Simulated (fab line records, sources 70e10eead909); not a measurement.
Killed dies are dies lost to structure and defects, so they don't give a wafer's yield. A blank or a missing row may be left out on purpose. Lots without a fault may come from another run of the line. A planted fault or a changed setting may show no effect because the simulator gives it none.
Which tool did it? | flow nand_harc | 12 lots, 36 wafers sampled, at 5 steps of a route of 1302

WHAT THE GAUGES READ, wafer by wafer
NHARC_END_SORT_01.
lot  | measured     | on        | killed_at_array | killed_at_other | killed_at_periphery | killed_dies | killed_open | killed_short
L910 | day 28 19:41 | prober-01 | 32 34 43        | 1 0 0           | 5 7 4               | 38 41 47    | 5 4 4       | 2 2 0

WHICH TOOL RAN EACH LOT (tool, then ch and the chambers of the sampled wafers, then the start)
lot  | NHARC_A_STAIRCASE_DEP_322       | NHARC_A_STAIRCASE_CMP_450     | NHARC_A_SGD_CUT_ETCH_58            | NHARC_A_SGD_CUT_ETCH_59
L899 | pecvd-01 ch 0,1,2, day 18 11:07 | cmp-03 ch 0,2, day 19 12:29   | rie_diel-04 ch 1,2,3, day 19 15:35 | rie_diel-04 ch 0,2, no start
L901 | pecvd-04 ch 1,2, day 19 03:32   | cmp-01 ch 1,3, day 20 02:44   | rie_diel-12 ch 0,2, day 20 05:29   | rie_diel-12 ch 0,1,3, no start
L902 | pecvd-04 ch 1,2, day 19 15:50   | cmp-03 ch 1,2,3, day 20 14:34 | rie_diel-12 ch 1,2,3, day 20 17:25 | rie_diel-12 ch 0,1,3, no start
L903 | pecvd-02 ch 0,1,2, day 19 15:52 | cmp-01 ch 1,3, day 20 14:44   | rie_diel-11 ch 0,1, day 20 17:35   | rie_diel-11 ch 0,3, no start
L910 | pecvd-04 ch 0,2, day 22 09:46   | cmp-01 ch 0,1,2, day 23 07:52 | rie_diel-12 ch 0,1,3, day 23 10:50 | rie_diel-12 ch 0,1,3, day 28 19:41 or earlier
L911 | pecvd-02 ch 0,1,2, day 23 00:43 | cmp-02 ch 1,2,3, day 23 21:45 | rie_diel-12 ch 1,3, day 24 00:41   | rie_diel-12 ch 0,1, no start
L914 | pecvd-01 ch 0,1,2, day 23 22:50 | cmp-01 ch 1,2,3, day 24 21:08 | rie_diel-11 ch 0,1,3, day 25 00:03 | rie_diel-11 ch 0,2,3, no start
L917 | pecvd-04 ch 0,2, day 25 22:44   | cmp-03 ch 0,1,2, day 26 22:29 | rie_diel-11 ch 1,2, day 27 01:22   | rie_diel-11 ch 1,2, no start
L918 | pecvd-01 ch 0,2, day 25 22:47   | cmp-02 ch 1,2,3, day 26 22:26 | rie_diel-04 ch 0,1,2, day 27 01:31 | rie_diel-04 ch 1,2, no start
L919 | pecvd-02 ch 0,2, day 26 19:56   | cmp-02 ch 0,1,3, day 27 21:10 | rie_diel-04 ch 0,2, day 27 23:56   | rie_diel-04 ch 0,2,3, no start
L920 | pecvd-01 ch 0,2, day 26 19:56   | cmp-01 ch 0,1,3, day 27 20:00 | rie_diel-11 ch 0,1,3, day 27 22:44 | rie_diel-11 ch 0,2,3, no start
L921 | pecvd-02 ch 1,2, day 27 07:34   | cmp-01 ch 0,1,3, day 28 05:24 | rie_diel-12 ch 0,1,3, day 28 08:18 | rie_diel-12 ch 0,1,3, no start
- NHARC_A_STAIRCASE_DEP_322: deposits SiO2, target thk 7200 nm.
- NHARC_A_STAIRCASE_CMP_450: polishes SiO2, target thk 200 nm.
- NHARC_A_SGD_CUT_ETCH_58: etches the open film in CF4, target depth 39 nm, time 65 s.
- NHARC_A_SGD_CUT_ETCH_59: etches the open film in N2/H2, target depth 260 nm, time 406.25 s.

WHAT THE TOOLS THEMSELVES READ (means of the sampled wafers that have a number; where no wafer has one, the mark that the record gives instead)
NHARC_A_STAIRCASE_DEP_322.
lot  | tool     | heater_power_w (W) | mfc_precursor_sccm (sccm)
L899 | pecvd-01 | 654                | 200.0
L901 | pecvd-04 | 611                | 199.7
L902 | pecvd-04 | 585                | 199.9
L903 | pecvd-02 | 677                | 199.7
L910 | pecvd-04 | 588                | 199.9
L911 | pecvd-02 | 694                | 200.6
L914 | pecvd-01 | 614                | 200.5
L917 | pecvd-04 | 702                | 200.3
L918 | pecvd-01 | 655                | 200.5
L919 | pecvd-02 | 684                | 200.0
L920 | pecvd-01 | 726                | 199.0
L921 | pecvd-02 | 669                | 200.9

NHARC_A_STAIRCASE_CMP_450.
lot  | tool   | motor_current_A (A) | retaining_ring_pressure_frac
L899 | cmp-03 | 10.8                | 0.998
L901 | cmp-01 | 14.3                | 1.000
L902 | cmp-03 | 12.1                | 0.997
L903 | cmp-01 | 14.9                | 0.998
L910 | cmp-01 | 14.1                | 1.001
L911 | cmp-02 | 11.9                | 1.003
L914 | cmp-01 | 14.6                | 0.996
L917 | cmp-03 | 11.2                | 1.004
L918 | cmp-02 | 12.3                | 1.006
L919 | cmp-02 | 12.4                | 1.005
L920 | cmp-01 | 14.4                | 1.002
L921 | cmp-01 | 14.4                | 1.001

NHARC_A_SGD_CUT_ETCH_58.
lot  | tool        | drypump_motor_current_A (A) | oes_product_au (a.u.) | rf_vpp_V (V) | run_length_s (s) | showerhead_plenum_p_Torr (Torr) | throttle_valve_pct (%)
L899 | rie_diel-04 | 5.9                         | 0.995                 | 151.0        | 86.2             | 1.75                            | 13.285
L901 | rie_diel-12 | 4.9                         | 0.991                 | 151.6        | 86.2             | 1.74                            | 13.278
L902 | rie_diel-12 | 5.6                         | 0.991                 | 151.8        | 86.3             | 1.78                            | 13.296
L903 | rie_diel-11 | 6.1                         | 1.000                 | 149.3        | 86.3             | 1.67                            | 13.283
L910 | rie_diel-12 | 5.6                         | 0.987                 | 151.6        | 91.0             | 1.77                            | 13.280
L911 | rie_diel-12 | 5.9                         | 0.995                 | 152.0        | 96.1             | 1.80                            | 13.280
L914 | rie_diel-11 | 6.0                         | 0.981                 | 150.9        | 86.7             | 1.75                            | 13.287
L917 | rie_diel-11 | 6.2                         | 1.002                 | 150.9        | 86.3             | 1.75                            | 13.287
L918 | rie_diel-04 | 5.5                         | 1.007                 | 151.9        | 86.1             | 1.77                            | 13.290
L919 | rie_diel-04 | 5.6                         | 0.996                 | 149.9        | 86.1             | 1.69                            | 13.282
L920 | rie_diel-11 | 6.0                         | 0.989                 | 150.9        | 86.3             | 1.74                            | 13.278
L921 | rie_diel-12 | 5.6                         | 1.002                 | 150.5        | 86.5             | 1.77                            | 13.291

NHARC_A_SGD_CUT_ETCH_59.
lot  | tool        | drypump_motor_current_A (A) | oes_product_au (a.u.) | rf_vpp_V (V) | run_length_s (s) | showerhead_plenum_p_Torr (Torr) | throttle_valve_pct (%)
L899 | rie_diel-04 | 5.2                         | 0.997                 | 428.0        | 426.9            | 1.96                            | 14.170
L901 | rie_diel-12 | 5.6                         | 0.991                 | 430.4        | 427.4            | 2.04                            | 14.169
L902 | rie_diel-12 | 5.6                         | 0.990                 | 431.0        | 427.8            | 2.04                            | 14.173
L903 | rie_diel-11 | 6.3                         | 0.998                 | 430.8        | 428.0            | 2.03                            | 14.168
L910 | rie_diel-12 | 5.6                         | 0.997                 | 430.8        | 427.7            | 2.04                            | 14.172
L911 | rie_diel-12 | 5.3                         | 1.003                 | 429.7        | 427.4            | 2.02                            | 14.172
L914 | rie_diel-11 | 6.2                         | 0.988                 | 431.3        | 427.8            | 2.07                            | 14.173
L917 | rie_diel-11 | 6.0                         | 0.993                 | 427.9        | 427.5            | 1.95                            | 14.172
L918 | rie_diel-04 | 5.8                         | 1.001                 | 432.4        | 427.6            | 2.10                            | 14.168
L919 | rie_diel-04 | 5.7                         | 0.999                 | 427.1        | 427.0            | 1.94                            | 14.171
L920 | rie_diel-11 | 6.2                         | 0.987                 | 431.0        | 427.7            | 2.06                            | 14.164
L921 | rie_diel-12 | 5.6                         | 1.003                 | 429.8        | 427.6            | 2.04                            | 14.179

THE ANSWER, worked out from the rows above alone
Rule: what is usual is taken from the lots themselves. Put in order of their means at a reading, lots are off if they are a third of the lots or fewer, leave a main group of 4 or more, and stand apart from it by a gap of 3 or more times the standard deviation of the main group's means; of several such gaps the widest counts. A main group whose means are all the same, to the digits that the tables above print for the reading, isn't used. A lot without any number at a reading at which 4 lots or more have one is off too. The other lots that the step has rows for count as sound. The gauges are gone through in route order, then the tools' own readings, and for those a lot's mean is taken as printed above. The first step at which some lot is off is used, and at that step the reading that is off furthest; a lot without a number counts as furthest.
Off: L910, L911, at NHARC_A_SGD_CUT_ETCH_58 (run_length_s). The main group: mean 86.3 s, standard deviation 0.17.
A tool fits if, at that step or a process step before it, it ran every lot that is off, and no sound lot after the first of them. None of those tried fits.

WHAT THE SIMULATOR HAD PUT IN
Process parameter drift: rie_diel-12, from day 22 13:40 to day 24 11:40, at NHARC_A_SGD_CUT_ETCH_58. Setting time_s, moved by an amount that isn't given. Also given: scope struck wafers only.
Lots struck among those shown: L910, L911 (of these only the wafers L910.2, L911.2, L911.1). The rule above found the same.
